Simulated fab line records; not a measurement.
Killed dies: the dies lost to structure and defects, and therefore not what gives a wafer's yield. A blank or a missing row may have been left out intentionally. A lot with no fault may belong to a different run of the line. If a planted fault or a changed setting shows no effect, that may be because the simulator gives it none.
Which of the tools did it? | flow nandHarc | 24 lots with 72 wafers sampled at 6 steps, on a route of 1159 steps

WHAT EACH GAUGE READ, for each wafer
NHARC_P_M1_CD_MEAS_09: target cd 130 nm. Usual: cdNm 129.7 nm, standard deviation 0.89.
lot  | measured     | on       | cdNm (nm)         | flag
L074 | day 6 00:08  | cdSem-03 | 129.6 130.4 131.6 | 
L075 | day 6 16:08  | cdSem-01 | 128.1 129.1 129.5 | 
L077 | day 6 18:40  | cdSem-03 | 129.7 130.2 129.1 | 
L076 | day 6 18:55  | cdSem-02 | 130.6 130.4 129.6 | 
L078 | day 7 01:12  | cdSem-03 | 127.9 128.7 129.0 | 
L079 | day 7 02:11  | cdSem-03 | 129.1 131.2 130.5 | 
L080 | day 7 02:52  | cdSem-03 | 130.1 130.2 130.9 | 
L081 | day 7 23:42  | cdSem-03 | 130.8 130.5 130.5 | 
L082 | day 8 03:46  | cdSem-01 | 129.7 129.9 130.1 | 
L083 | day 8 04:28  | cdSem-03 | 129.5 128.9 129.7 | 
L084 | day 8 11:05  | cdSem-03 | 130.8 130.7 129.6 | 
L085 | day 8 11:22  | cdSem-03 | 129.7 130.5 130.5 | 
L087 | day 9 19:41  | cdSem-03 | 130.6 130.0 130.2 | 
L086 | day 9 20:19  | cdSem-03 | 130.4 130.5 129.9 | 
L088 | day 10 01:27 | cdSem-01 | 130.5 130.6 129.5 | 
L089 | day 10 02:13 | cdSem-02 | 129.8 130.2 129.8 | 
L090 | day 10 06:54 | cdSem-02 | 128.9 128.8 128.7 | 
L091 | day 10 09:59 | cdSem-02 | 128.5 128.0 128.2 | 
L092 | day 10 10:40 | cdSem-01 | 130.3 130.6 130.0 | 
L093 | day 10 16:39 | cdSem-02 | 129.7 129.9 130.8 | 
L094 | day 11 02:05 | cdSem-03 | 128.7 128.9 127.5 | 
L095 | day 11 08:22 | cdSem-03 | 130.5 130.0 130.8 | 
L096 | day 11 08:33 | cdSem-03 | 129.4 129.0 128.6 | 
L097 | day 11 12:40 | cdSem-02 | 129.6 130.1 129.9 | 

NHARC_P_M1_INSPECT_11. Usual: rawDefectCount 4.0, standard deviation 2.3.
lot  | measured     | on               | rawDefectCount | flag
L074 | day 6 00:16  | defectInspect-01 | 5 0 7          | 
L075 | day 6 16:16  | defectInspect-01 | 5 1 5          | 
L077 | day 6 18:48  | defectInspect-02 | 4 7 7          | 
L076 | day 6 19:02  | defectInspect-02 | 6 5 3          | 
L078 | day 7 01:20  | defectInspect-02 | 2 2 6          | 
L079 | day 7 02:19  | defectInspect-02 | 3 6 4          | 
L080 | day 7 02:59  | defectInspect-02 | 1 3 2          | 
L081 | day 7 23:49  | defectInspect-01 | 3 4 2          | 
L082 | day 8 03:53  | defectInspect-02 | 3 5 1          | 
L083 | day 8 04:35  | defectInspect-01 | 2 2 3          | 
L084 | day 8 11:13  | defectInspect-02 | 1 2 5          | 
L085 | day 8 11:29  | defectInspect-02 | 1 8 4          | 
L087 | day 9 19:49  | defectInspect-02 | 2 7 4          | 
L086 | day 9 20:26  | defectInspect-02 | 2 0 7          | 
L088 | day 10 01:34 | defectInspect-01 | 0 2 9          | 
L089 | day 10 02:20 | defectInspect-01 | 4 4 4          | 
L090 | day 10 07:02 | defectInspect-01 | 5 5 0          | 
L091 | day 10 10:07 | defectInspect-02 | 2 1 2          | 
L092 | day 10 10:48 | defectInspect-02 | 8 4 1          | 
L093 | day 10 16:47 | defectInspect-02 | 2 4 9          | 
L094 | day 11 02:13 | defectInspect-01 | 4 6 8          | 
L095 | day 11 08:29 | defectInspect-01 | 8 5 5          | 
L096 | day 11 08:41 | defectInspect-02 | 7 12 5         | 
L097 | day 11 12:47 | defectInspect-01 | 1 2 5          | 

NHARC_P_M1_CD_MEAS_16. Usual: cdNm 129.2 nm, standard deviation 1.1.
lot  | measured     | on       | cdNm (nm)         | flag
L074 | day 6 00:38  | cdSem-02 | 129.6 128.9 132.2 | 
L075 | day 6 16:38  | cdSem-02 | 127.7 128.7 129.1 | 
L077 | day 6 19:10  | cdSem-03 | 129.1 130.2 130.4 | 
L076 | day 6 19:24  | cdSem-01 | 130.8 130.8 129.3 | 
L078 | day 7 01:41  | cdSem-01 | 128.0 127.3 129.0 | 
L079 | day 7 02:42  | cdSem-03 | 127.6 130.5 130.2 | 
L080 | day 7 03:22  | cdSem-01 | 131.4 130.1 131.3 | 
L081 | day 8 00:11  | cdSem-02 | 130.5 129.6 130.0 | 
L082 | day 8 04:16  | cdSem-02 | 128.7 129.9 129.1 | 
L083 | day 8 04:58  | cdSem-02 | 129.3 128.7 128.4 | 
L084 | day 8 11:35  | cdSem-01 | 130.1 130.3 128.7 | 
L085 | day 8 11:52  | cdSem-02 | 130.1 130.5 129.8 | 
L087 | day 9 20:11  | cdSem-01 | 130.6 128.9 131.0 | 
L086 | day 9 20:49  | cdSem-02 | 130.4 131.6 130.5 | 
L088 | day 10 01:56 | cdSem-03 | 130.2 129.5 128.8 | 
L089 | day 10 03:11 | cdSem-02 | 128.2 129.2 127.9 | 
L090 | day 10 07:24 | cdSem-03 | 128.0 127.8 128.1 | 
L091 | day 10 10:29 | cdSem-01 | 127.1 127.4 127.4 | 
L092 | day 10 11:10 | cdSem-01 | 128.8 129.2 129.4 | 
L093 | day 10 17:17 | cdSem-02 | 129.5 128.7 129.9 | 
L094 | day 11 02:35 | cdSem-02 | 129.4 128.1 126.3 | 
L095 | day 11 08:51 | cdSem-02 | 128.6 128.8 129.5 | 
L096 | day 11 09:03 | cdSem-03 | 128.8 130.1 129.0 | 
L097 | day 11 13:09 | cdSem-03 | 128.2 130.6 129.6 | 

NHARC_P_M1_INSPECT_27. Usual: rawDefectCount 316, standard deviation 110.
lot  | measured     | on               | rawDefectCount | flag
L074 | day 6 02:55  | defectInspect-01 | 559 260 593    | 
L075 | day 6 18:58  | defectInspect-01 | 253 251 394    | 
L077 | day 6 21:25  | defectInspect-02 | 333 159 195    | 
L076 | day 6 21:42  | defectInspect-02 | 314 273 337    | 
L078 | day 7 04:00  | defectInspect-02 | 268 280 255    | 
L079 | day 7 05:00  | defectInspect-02 | 144 381 251    | 
L080 | day 7 05:38  | defectInspect-02 | 271 299 336    | 
L081 | day 8 02:33  | defectInspect-02 | 233 263 204    | 
L082 | day 8 06:31  | defectInspect-02 | 420 256 368    | 
L083 | day 8 07:23  | defectInspect-02 | 291 398 265    | 
L084 | day 8 13:51  | defectInspect-02 | 176 207 319    | 
L085 | day 8 14:10  | defectInspect-02 | 372 394 237    | 
L087 | day 9 22:28  | defectInspect-02 | 186 308 350    | 
L086 | day 9 23:05  | defectInspect-01 | 323 494 565    | 
L088 | day 10 04:13 | defectInspect-02 | 326 260 497    | 
L089 | day 10 05:31 | defectInspect-01 | 466 208 348    | 
L090 | day 10 09:41 | defectInspect-02 | 521 631 373    | 
L091 | day 10 13:20 | defectInspect-01 | 315 244 165    | 
L092 | day 10 13:28 | defectInspect-02 | 366 342 366    | 
L093 | day 10 19:39 | defectInspect-02 | 422 484 582    | 
L094 | day 11 04:55 | defectInspect-01 | 247 199 202    | 
L095 | day 11 11:08 | defectInspect-02 | 209 239 257    | 
L096 | day 11 11:37 | defectInspect-01 | 231 181 305    | 
L097 | day 11 15:37 | defectInspect-02 | 257 262 256    | 

TOOL THAT RAN EACH LOT (tool first, then ch and the chambers of the sampled wafers, then the start)
lot  | NHARC_P_M0_DEGAS_28         | NHARC_P_M0_CMP_23
L074 | pvdSputter-03, day 5 21:03  | cmp-04 ch 0,2,3, day 5 22:15
L075 | pvdSputter-03, day 6 12:52  | cmp-04 ch 0,1,3, day 6 14:16
L077 | pvdSputter-02, day 6 15:26  | cmp-01 ch 1,2, day 6 16:51
L076 | pvdSputter-03, day 6 16:02  | cmp-04 ch 1,3, day 6 17:08
L078 | pvdSputter-03, day 6 22:20  | cmp-04 ch 0,3, day 6 23:25
L079 | pvdSputter-02, day 6 23:14  | cmp-02 ch 0,1,2, day 7 00:21
L080 | pvdSputter-03, day 6 23:49  | cmp-02 ch 0,1,2, day 7 01:08
L081 | pvdSputter-03, day 7 20:45  | cmp-01 ch 0,3, day 7 21:51
L082 | pvdSputter-02, day 8 00:30  | cmp-02 ch 1,2,3, day 8 01:47
L083 | pvdSputter-03, day 8 00:49  | cmp-04 ch 1,3, day 8 01:55
L084 | pvdSputter-03, day 8 07:57  | cmp-01 ch 1,2,3, day 8 09:07
L085 | pvdSputter-02, day 8 08:17  | cmp-04 ch 0,2,3, day 8 09:24
L087 | pvdSputter-01, day 9 16:44  | cmp-04 ch 1,2,3, day 9 17:49
L086 | pvdSputter-02, day 9 17:23  | cmp-02 ch 0,2, day 9 18:29
L088 | pvdSputter-01, day 9 22:08  | cmp-04 ch 1,2,3, day 9 23:17
L089 | pvdSputter-01, day 9 23:08  | cmp-01 ch 1,2, day 10 00:23
L090 | pvdSputter-01, day 10 03:56 | cmp-04 ch 0,2,3, day 10 05:09
L091 | pvdSputter-01, day 10 07:03 | cmp-01 ch 1,2,3, day 10 08:08
L092 | pvdSputter-01, day 10 07:39 | cmp-01 ch 0,2, day 10 08:58
L093 | pvdSputter-02, day 10 13:19 | cmp-02 ch 0,1,3, day 10 14:50
L094 | pvdSputter-02, day 10 22:49 | cmp-01 ch 1,2,3, day 10 23:55
L095 | pvdSputter-01, day 11 04:52 | cmp-01 ch 1,2, day 11 05:57
L096 | pvdSputter-03, day 11 05:19 | cmp-02 ch 2,3, day 11 06:25
L097 | pvdSputter-01, day 11 09:44 | cmp-01 ch 0,2,3, day 11 10:49
- NHARC_P_M0_DEGAS_28: time 60 s.
- NHARC_P_M0_CMP_23: polishes, t overpolish 20 s, target thk 117.53 nm.

WHAT THE TOOLS THEMSELVES READ (means of the sampled wafers that have a number; where no wafer has one, the mark that the record gives instead)
NHARC_P_M0_DEGAS_28. Usual: heaterPowerW 334 W, standard deviation 37.
lot  | tool          | heaterPowerW (W) | flag
L074 | pvdSputter-03 | 324              | 
L075 | pvdSputter-03 | 337              | 
L077 | pvdSputter-02 | 317              | 
L076 | pvdSputter-03 | 323              | 
L078 | pvdSputter-03 | 327              | 
L079 | pvdSputter-02 | 338              | 
L080 | pvdSputter-03 | 322              | 
L081 | pvdSputter-03 | 338              | 
L082 | pvdSputter-02 | 343              | 
L083 | pvdSputter-03 | 323              | 
L084 | pvdSputter-03 | 346              | 
L085 | pvdSputter-02 | 351              | 
L087 | pvdSputter-01 | 321              | 
L086 | pvdSputter-02 | 372              | 
L088 | pvdSputter-01 | 347              | 
L089 | pvdSputter-01 | 316              | 
L090 | pvdSputter-01 | 322              | 
L091 | pvdSputter-01 | 318              | 
L092 | pvdSputter-01 | 357              | 
L093 | pvdSputter-02 | 329              | 
L094 | pvdSputter-02 | 324              | 
L095 | pvdSputter-01 | 322              | 
L096 | pvdSputter-03 | 336              | 
L097 | pvdSputter-01 | 352              | 

NHARC_P_M0_CMP_23. Usual: edgeZonePressureFrac 0.999, standard deviation 0.0052; motorCurrentA 12.0 A, standard deviation 1.2; slurryFilterDpKPa 13.49 kPa, standard deviation 0.14; timeToEndpointS 30.3 s, standard deviation 2.9.
lot  | tool   | edgeZonePressureFrac | motorCurrentA (A) | slurryFilterDpKPa (kPa) | timeToEndpointS (s) | flag
L074 | cmp-04 | 1.002                | 12.8              | 13.47                   | 30.6                | 
L075 | cmp-04 | 0.998                | 12.5              | 13.54                   | 31.6                | 
L077 | cmp-01 | 0.996                | 10.8              | 13.43                   | 29.9                | 
L076 | cmp-04 | 0.998                | 13.3              | 13.40                   | 29.6                | 
L078 | cmp-04 | 1.000                | 12.9              | 13.39                   | 31.3                | 
L079 | cmp-02 | 0.997                | 11.2              | 13.50                   | 29.6                | 
L080 | cmp-02 | 0.995                | 11.1              | 13.59                   | 28.8                | 
L081 | cmp-01 | 1.000                | 12.9              | 13.61                   | 29.5                | 
L082 | cmp-02 | 0.989                | 11.6              | 13.51                   | 28.1                | 
L083 | cmp-04 | 1.001                | 12.4              | 13.49                   | 28.6                | 
L084 | cmp-01 | 1.000                | 11.8              | 13.50                   | 29.3                | 
L085 | cmp-04 | 1.000                | 12.7              | 13.59                   | 32.9                | 
L087 | cmp-04 | 1.000                | 12.7              | 13.47                   | 28.2                | 
L086 | cmp-02 | 0.998                | 10.4              | 13.47                   | 32.9                | 
L088 | cmp-04 | 0.996                | 12.4              | 13.50                   | 28.4                | 
L089 | cmp-01 | 1.006                | 10.6              | 13.59                   | 31.3                | 
L090 | cmp-04 | 1.001                | 12.4              | 13.54                   | 32.3                | 
L091 | cmp-01 | 0.999                | 11.6              | 13.49                   | 29.2                | 
L092 | cmp-01 | 1.005                | 12.8              | 13.39                   | 32.5                | 
L093 | cmp-02 | 0.995                | 10.9              | 13.50                   | 28.8                | 
L094 | cmp-01 | 1.000                | 11.9              | 13.53                   | 28.2                | 
L095 | cmp-01 | 1.001                | 10.7              | 13.53                   | 31.5                | 
L096 | cmp-02 | 1.004                | 12.4              | 13.65                   | 32.4                | 
L097 | cmp-01 | 1.002                | 12.7              | 13.47                   | 28.8                | 

THE ANSWER, worked out from the rows above alone
Rule: a lot is off if the mean of its wafers that have a number lies more than 3 standard deviations from the usual mean. A lot without any number at a reading at which 4 lots or more have one is off too. All remaining lots with rows at the step are treated as sound. First the gauges in route order, then the tools' own readings, where a lot's mean is used as printed above. The first step at which some lot is off is used, and at that step the reading that is off furthest; a lot without a number counts as furthest.
Nothing can be told from this: no lot is off at any reading shown.

WHAT THE SIMULATOR HAD INSERTED
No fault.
